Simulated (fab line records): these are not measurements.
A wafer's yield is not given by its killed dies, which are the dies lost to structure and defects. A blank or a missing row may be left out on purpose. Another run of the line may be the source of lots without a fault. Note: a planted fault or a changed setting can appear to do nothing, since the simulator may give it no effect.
A lot that was struck, set against a sound lot    flow nand_harc    32 steps out of a route of 1159
Sound: wafers L164.2, L164.3, L164.4. Struck: wafer L177.2 (L177.4, L177.5, from the same lot, were not struck and are left out); the cause is given at the end.
Order at every step that has rows: each side's tool, ch and its chambers, its first start. Under that, the readings that differ: sound wafers    struck wafers    difference of the means    sigmas: that difference in standard deviations of wafers without a fault.
alike: same words and numbers on both sides, and readings whose means sit less than 2 such deviations apart. not compared: any withheld reading, any reading some wafer has no value for, any bound like >300 that may hide the same value, and any number with overlapping values for which the record gives no deviation.
Wherever a step has rows on one side only, a row that says differs or no value, or a row with sigmas, the two part there. Non-overlapping numbers with no deviation appear without sigmas and do not part them. A reading missing from all wafers of one side parts the sides only when that side holds two or more wafers.

first, 5 steps without rows for these wafers: NHARC_A_ONON_D1_DEP_19 (target thk 1000 nm); NHARC_A_ONON_D1_DEP_22 (target thk 1000 nm); NHARC_A_ONON_D1_DEP_25 (target thk 1000 nm); NHARC_A_ONON_D1_DEP_28 (target thk 1000 nm); NHARC_A_ONON_D1_DEP_33 (deposits SiO2, target thk 200 nm).
NHARC_A_CHANNEL_HOLE_D1_DEP_00: deposits aC, target thk 3100 nm.
  sound on acl_dep-03 ch 0, day 8 19:31; struck on acl_dep-01 ch 0, day 11 23:28
  alike: throttle_valve_pct
then, 25 steps without rows for these wafers: NHARC_A_CHANNEL_HOLE_D1_DEP_01 (deposits SiON, target thk 140 nm); NHARC_A_CHANNEL_HOLE_D1_DEHYDRATE_02 (time 120 s); NHARC_A_CHANNEL_HOLE_D1_HMDS_03 (time 30 s); NHARC_A_CHANNEL_HOLE_D1_COAT_36 (time 75 s); NHARC_A_CHANNEL_HOLE_D1_COAT_37 (time 65 s); NHARC_A_CHANNEL_HOLE_D1_COAT_04 (resist thk 90 nm); NHARC_A_CHANNEL_HOLE_D1_SOFTBAKE_05 (time 55 s); NHARC_A_CHANNEL_HOLE_D1_EBR_06; NHARC_A_CHANNEL_HOLE_D1_EXPOSE_07 (exposes mask HOLE D1, target cd 100 nm); NHARC_A_CHANNEL_HOLE_D1_PEB_08 (peb time 65 s); NHARC_A_CHANNEL_HOLE_D1_DEVELOP_09 (develop time 35 s); NHARC_A_CHANNEL_HOLE_D1_DESCUM_15 (chemistry O2, time 3 s); NHARC_A_CHANNEL_HOLE_D1_ETCH_38 (etches the open film in CF4, target depth 39 nm, time 65 s); NHARC_A_CHANNEL_HOLE_D1_ETCH_39 (etches the open film in N2/H2, target depth 260 nm, time 325 s); NHARC_A_CHANNEL_HOLE_D1_ETCH_34 (etches the open film in CF4/CHF3, target depth 154 nm, time 77 s); NHARC_A_CHANNEL_HOLE_D1_ETCH_16 (etches the open film in O2/COS, target depth 3100 nm, time 806 s); NHARC_A_CHANNEL_HOLE_D1_ETCH_19 (etches the open film in C4F8/O2/Ar, time 34.5 s); NHARC_A_CHANNEL_HOLE_D1_ETCH_20 (etches the open film in C4F8/O2/Ar, time 361.9 s, target depth 1600 nm); NHARC_A_CHANNEL_HOLE_D1_ETCH_21 (etches the open film in C4F8/O2/Ar, time 514.3 s, target depth 1600 nm); NHARC_A_CHANNEL_HOLE_D1_ETCH_22 (etches the open film in C4F8/O2/Ar, time 666.7 s, target depth 1600 nm); NHARC_A_CHANNEL_HOLE_D1_ETCH_23 (etches the open film in C4F8/O2/Ar, time 819 s, target depth 1600 nm); NHARC_A_CHANNEL_HOLE_D1_ETCH_24 (etches the open film in C4F8/O2/Ar, time 906.2 s, target depth 1500 nm); NHARC_A_CHANNEL_HOLE_D1_ETCH_25 (etches the open film in C4F8/O2/Ar, time 1040.2 s, target depth 1500 nm); NHARC_A_CHANNEL_HOLE_D1_ETCH_26 (etches the open film in C4F8/O2/Ar, time 224.1 s, target depth 300 nm); NHARC_A_CHANNEL_HOLE_D1_ETCH_33 (etches the open film in C4F8/O2/Ar, time 90 s, target depth 400 nm).
-- jump in the record: it breaks off in module A_CHANNEL_HOLE_D1 and resumes in module END (first step shown: number 1159 of the route), and 12 days separate the struck wafers' starts before and after --
NHARC_END_SORT_01:
  sound on prober-02 ch 0, day 19 13:09; struck on prober-02 ch 0, day 23 15:26
reading          sound     struck                    difference                    sigmas
hold             - - -     await_dispo/2.6h/release  no value on the sound wafers  
killed_at_array  17 11 18  674                       +659                          +60
killed_dies      19 18 22  677                       +657                          +55
  alike: killed_at_other, killed_at_periphery, killed_open, killed_short

WHERE THEY PART
Only at NHARC_END_SORT_01, within this record.

WHY: what had been put in by the simulator
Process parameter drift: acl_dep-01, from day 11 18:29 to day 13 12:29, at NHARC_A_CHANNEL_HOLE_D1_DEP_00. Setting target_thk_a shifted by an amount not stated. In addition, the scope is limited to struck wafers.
